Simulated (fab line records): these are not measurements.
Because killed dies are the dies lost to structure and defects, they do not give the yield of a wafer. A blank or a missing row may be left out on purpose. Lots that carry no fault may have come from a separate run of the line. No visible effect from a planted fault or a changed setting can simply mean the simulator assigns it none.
fab line records	flow nand_harc
record lots=5	wafers=14	last_day=24
route steps=1159 shown A_WL_FILL@813 END@1159
lots with no fault: from the same line, run without faults
start_h: hours from the record's opening day to when the first of the lot's shown wafers began	wait_h: how many hours have passed since the lot's step before this one	" same as the row above	L1.1+2: several wafers, shown together as one row	- no value present, or no start provided	* or withheld: withheld	< > ~ a bound
route shown NAME@n: NAME is a module with steps in the file, n the number in the route of the first one	usual: the fault-free wafers' mean and standard deviation	same: alike in all rows	chamber/n: place in a boat	sites: readings site by site	_std_site: the standard deviation of these	_edge_site: inner sites' mean taken away from outer sites' mean	radius_mm: for every site, how far away it sits from the centre of the wafer	mask NAME#n: copy n	behind: the last tool/chamber to shape the wafer	hold: why the lot was held/for how many hours/how that ended	device: the n, p or np transistor that did not switch	end of line: tests of these same wafers at the route's end	step lacking rows: just its recipe	killed: dies lost to structure and defects at the first sort, not the wafer's yield	map: a wafer's dies, x killed, . not, _ none there
set.NAME: the setting the step ran with; set.NAME@STEP: the setting that earlier step ran with	model.NAME: the simulator's own value behind a step, which no gauge read
certain route steps with their lots: each step a table, each wafer a row
services: from which hour (start_h, from the record's first day; less than 0 if before it) a tool's chamber was out of use, for how many hours, and why
## steps
# step NHARC_A_WL_FILL_CVD_03
# recipe target_thk_a=400	temp_c=300	pressure_torr=40	wf6_flow_sccm=40	h2_flow_sccm=1600	ar_flow_sccm=1560	time_s=3302	material=W
# usual heater_power_w=436/30	throttle_valve_pct=8.22/0.23
lot.wafer	tool	chamber	start_h	wait_h	heater_power_w	since_wet_clean_h	throttle_valve_pct
L317.1	cvd_w-01	0	339.01	3.4	427	33	8.07
L317.3	"	0	"	"	417	-	8.23
L317.4	"	1	"	"	469	-	8.15
L321.2	cvd_w-01	0	343.12	1.4	435	37	8.31
L321.4	"	0	"	"	431	-	8.13
L321.3	"	1	"	"	455	-	8.15
L327.1	cvd_w-01	1	391.92	2.8	475	86	7.97
L327.6	"	1	393.83	4.7	472	-	8.39
L337.2	cvd_w-01	0	443.92	2.9	446	138	8.24
L337.5	"	1	445.32	4.3	477	-	8.40
L337.6	"	0	"	"	430	-	8.22
L340.2	cvd_w-02	0	482.41	6.0	390	91	8.35
L340.4	"	1	483.81	7.4	433	-	8.12
L340.6	"	1	"	"	422	-	8.02
# step NHARC_A_WL_FILL_ETCHBACK_04
# recipe target_depth_a=600	time_s=120	chemistry=NF3
# step NHARC_A_WL_FILL_ETCHBACK_05
# recipe target_depth_a=220	time_s=60	temp_c=40	chemistry=Cl2/BCl3
# usual drypump_motor_current_A=5.7/0.36	oes_product_au=0.997/0.007	run_length_s=81.3/0.49
lot.wafer	tool	chamber	start_h	wait_h	drypump_motor_current_A	oes_product_au	rf_hours_counter_h	run_length_s
L317.1	rie_metal-01	1	342.57	0.2	5.5	1.011	0.1	81.2
L317.4	"	0	"	"	5.7	1.004	-	80.5
L317.3	"	1	"	"	5.5	1.013	-	81.0
L321.2	rie_metal-03	1	346.68	0.2	5.8	0.998	2.3	81.7
L321.4	"	0	"	"	6.0	0.997	-	81.2
L321.3	"	1	"	"	5.7	1.002	-	82.1
L327.1	rie_metal-01	1	395.50	0.2	5.5	0.997	2.1	81.0
L327.6	"	0	"	"	5.7	1.001	-	80.4
L337.2	rie_metal-03	1	446.99	0.2	5.7	0.998	5.1	81.6
L337.5	"	0	"	"	6.0	0.995	-	80.6
L337.6	"	1	"	"	5.7	0.995	-	81.7
L340.2	rie_metal-03	0	485.95	0.2	6.0	1.006	0.7	80.8
L340.4	"	1	"	"	5.8	0.995	-	82.2
L340.6	"	0	"	"	6.0	1.009	-	80.7
# step NHARC_A_WL_FILL_STRIP_27
# recipe power_w=1500	temp_c=250	time_s=20	chemistry=N2/H2
# usual drypump_motor_current_A=6.0/0.42	heater_power_w=311/17	rf_refl_power_W=26/9.5
lot.wafer	tool	chamber	start_h	wait_h	drypump_motor_current_A	heater_power_w	rf_hours_counter_h	rf_refl_power_W
L317.1	plasma_asher-02	1	342.72	0.1	5.3	304	49	23
L317.3	"	0	"	"	6.1	304	-	26
L317.4	"	1	"	"	5.3	308	-	23
L321.2	plasma_asher-02	1	346.83	0.1	5.3	302	51	-
L321.4	"	0	"	"	6.1	310	-	-
L321.3	"	1	"	"	5.3	311	-	-
L327.1	plasma_asher-02	0	395.66	0.2	6.0	315	7	-
L327.6	"	0	"	"	6.0	320	-	-
L337.2	plasma_asher-02	0	447.13	0.1	6.1	326	25	-
L337.5	"	0	"	"	6.1	317	-	-
L337.6	"	1	"	"	5.3	299	-	-
L340.2	plasma_asher-02	0	486.09	0.1	6.1	318	37	-
L340.4	"	1	"	"	5.3	310	-	-
L340.6	"	0	"	"	6.1	320	-	-
# step NHARC_A_WL_FILL_STRIP_28
# recipe time_s=1200	temp_c=72.5	chemistry=post_etch_residue_remover
# step NHARC_A_WL_FILL_PRECLEAN_06
# recipe time_s=300	chemistry=DIW
# step NHARC_A_WL_FILL_SRD_07
# step NHARC_A_WL_FILL_ANNEAL_08
# recipe temp_c=450	time_s=1800
# step NHARC_A_WL_FILL_ALD_10
# recipe target_thk_a=500	pulse_time_s=10	ald_cycles=500	temp_c=300	material=SiO2
# step NHARC_A_WL_FILL_ETCHBACK_16
# recipe target_depth_a=880	time_s=17.6	c4f8_flow_sccm=withheld	o2_flow_sccm=8	ar_flow_sccm=withheld	rf_w=600	bias_w=800	chemistry=C4F8/O2/Ar
# usual oes_product_au=0.987/0.025	rf_vpp_V=723/3.4	run_length_s=38.9/0.53
lot.wafer	tool	chamber	start_h	wait_h	oes_product_au	rf_hours_counter_h	rf_vpp_V	run_length_s
L317.4	rie_diel-03	1	-	-	0.964	4.7	723	39.4
L317.1	"	2	"	"	0.958	4.7	729	39.1
L317.3	"	3	"	"	0.971	4.6	722	38.8
L321.2	rie_diel-11	1	-	-	0.994	9.6	727	38.5
L321.3	"	2	"	"	1.007	10.2	726	39.3
L321.4	"	2	"	"	1.004	-	726	39.4
L327.1	rie_diel-01	3	-	-	0.985	1.6	722	39.8
L327.6	"	2	"	"	0.979	-	717	39.2
L337.2	rie_diel-03	3	-	-	0.972	1.7	723	38.8
L337.6	"	3	"	"	0.980	-	722	39.0
L337.5	"	0	"	"	0.981	-	722	39.0
L340.4	rie_diel-11	2	-	-	1.018	7.1	727	40.0
L340.2	"	0	"	"	1.009	7.9	722	38.2
L340.6	"	2	"	"	1.010	-	727	40.1
# step NHARC_A_WL_FILL_STRIP_29
# recipe time_s=20	o2_flow_sccm=500	ar_flow_sccm=0	bias_w=0	chemistry=O2
# usual drypump_motor_current_A=5.9/0.42	oes_product_au=1.003/0.011	rf_vpp_V=57.8/0.9	showerhead_plenum_p_Torr=3.52/0.11	throttle_valve_pct=17.037/0.0084
lot.wafer	tool	chamber	start_h	wait_h	drypump_motor_current_A	oes_product_au	rf_hours_counter_h	rf_vpp_V	showerhead_plenum_p_Torr	throttle_valve_pct
L317.3	rie_diel-03	0	352.67	0.1	5.0	0.992	4.6	58.2	3.46	17.040
L317.1	"	1	"	"	5.3	1.012	4.7	59.1	3.53	17.036
L317.4	"	2	"	"	5.5	1.001	4.7	58.3	3.79	17.046
L321.3	rie_diel-11	1	359.21	0.1	6.1	0.990	9.6	57.2	3.65	17.036
L321.2	"	2	"	"	6.3	1.009	10.2	58.7	3.66	17.048
L321.4	"	2	"	"	6.3	1.011	-	57.7	3.66	17.046
L327.1	rie_diel-01	3	402.99	0.1	6.5	0.992	1.6	57.3	3.45	17.039
L327.6	"	0	"	"	5.9	1.007	-	59.1	3.50	17.043
L337.2	rie_diel-03	1	457.14	0.1	5.2	1.020	1.6	55.4	3.52	17.038
L337.6	"	3	"	"	5.7	0.991	-	56.8	3.49	17.041
L337.5	"	0	"	"	4.9	0.986	-	57.7	3.46	17.034
L340.2	rie_diel-11	2	493.48	0.1	6.3	1.014	7.1	57.9	3.65	17.027
L340.4	"	0	"	"	6.3	1.005	7.9	58.7	3.52	17.030
L340.6	"	2	"	"	6.3	1.031	-	59.8	3.65	17.033
# step NHARC_A_WL_FILL_ETCHBACK_17
# recipe target_depth_a=40	time_s=26.7	chemistry=Cl2/BCl3
# usual drypump_motor_current_A=5.7/0.35	oes_product_au=0.999/0.0068	run_length_s=48.0/0.52
lot.wafer	tool	chamber	start_h	wait_h	drypump_motor_current_A	oes_product_au	rf_hours_counter_h	run_length_s
L317.1	rie_metal-03	1	352.77	-	5.7	0.996	2.6	48.5
L317.4	"	0	"	"	6.0	1.000	-	47.4
L317.3	"	1	"	"	5.7	0.999	-	48.8
L321.2	rie_metal-01	0	359.32	-	5.8	0.987	0.9	47.3
L321.4	"	1	"	"	5.5	0.997	-	47.7
L321.3	"	0	"	"	5.7	0.984	-	47.1
L327.1	rie_metal-01	0	403.10	-	5.7	0.998	2.2	44.4
L327.6	"	1	"	"	5.5	1.001	-	47.9
L337.2	rie_metal-02	0	457.25	-	4.9	1.004	1.9	49.1
L337.6	"	1	"	"	6.1	1.008	-	48.0
L337.5	"	0	"	"	5.0	0.997	-	48.3
L340.2	rie_metal-03	1	493.59	-	5.7	1.001	1.0	48.5
L340.4	"	0	"	"	6.0	1.001	-	47.3
L340.6	"	0	"	"	6.0	1.000	-	47.5
# step NHARC_A_WL_FILL_PRECLEAN_18
# recipe time_s=30	chemistry=dHF
# step NHARC_END_SORT_01
# recipe temp_c=25
# usual killed_at_array=27/8	killed_at_other=0.8/1.2	killed_at_periphery=3.3/2.3	killed_dies=31/8.8	killed_open=3.2/2.1	killed_short=2.1/1.4
# same gross_dies=677
lot.wafer	tool	chamber	start_h	wait_h	killed_at_array	killed_at_other	killed_at_periphery	killed_dies	killed_open	killed_short
L327.1	prober-01	0	500.63	2.5	27	0	4	31	1	2
L327.6	prober-01	0	504.65	4.0	23	0	0	23	4	1
# killed by level:class
L327.1 A_CHANNEL_HOLE_D1:chamber_film_flake=19 P_ZERO_WELL:chamber_film_flake=3 A_CONTACT:chamber_film_flake=3 A_ZERO_WELL:chamber_film_flake=2 P_GATE:geometric_particle:short=1 A_CHANNEL_HOLE_D1:geometric_particle:open=1 A_WL_FILL:geometric_particle:short=1 A_WL_FILL:chamber_film_flake=1
L327.6 A_CHANNEL_HOLE_D1:chamber_film_flake=12 A_CONTACT:chamber_film_flake=4 A_ONON_D1:geometric_particle:open=1 A_CHANNEL_HOLE_D1:geometric_particle:short=1 A_STAIRCASE:geometric_particle:open=1 A_WL_FILL:geometric_particle:open=1 A_M0:geometric_particle:open=1 A_STAIRCASE:chamber_film_flake=1
## services
tool	chamber	start_h	hours	kind
rie_diel-11	-	317.10	0.4	repair
rie_metal-03	0	320.76	19.5	repair
rie_diel-11	2	322.47	8.1	repair
rie_metal-01	-	332.00	9.0	pm
rie_diel-11	3	333.67	27.5	repair
rie_diel-01	1	340.03	4.8	repair
rie_diel-01	3	342.50	14.2	repair
rie_diel-03	2	345.50	6.2	repair
plasma_asher-02	-	362.29	9.0	pm
rie_diel-03	0	363.77	2.8	repair
rie_diel-11	-	366.50	9.0	pm
rie_diel-03	2	366.50	6.4	repair
rie_diel-03	-	392.30	9.0	pm
rie_metal-01	-	407.74	3.7	repair
plasma_asher-02	-	422.11	1.7	repair
rie_diel-03	1	426.68	5.3	repair
rie_diel-01	1	445.81	4.6	repair
rie_metal-03	-	453.00	9.0	pm
plasma_asher-02	-	459.37	6.4	repair
rie_diel-01	1	466.63	18.2	repair
cvd_w-01	-	474.57	13.0	pm
rie_diel-11	1	483.04	8.5	repair
rie_diel-01	2	484.28	4.4	repair
rie_diel-01	2	490.46	9.9	repair
## key
first_sign step=NHARC_A_WL_FILL_ETCHBACK_17	reading=run_length_s	direction=down	sigmas=6.9	usual=*	struck=*
effect none on later readings
met_at NHARC_A_WL_FILL_ETCHBACK_17
struck_wafers L327.1
tester_left_out L327
onset_between 359.32 403.10
fault kind=process_parameter_drift	tool=rie_metal-01	chamber=-	onset_h=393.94	steps=NHARC_A_WL_FILL_ETCHBACK_17	channel=time_s	offset=*	shape=step	end_h=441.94	scope=struck_wafers_only	acts_in=*	stated=*
# tester_left_out: of these lots the tester's yield and bins aren't shown, on N5 and GAA mostly nor the transistor test; their killed dies are dies lost to structure and defects alone, not to doping, threshold or leakage, so they don't give the yield
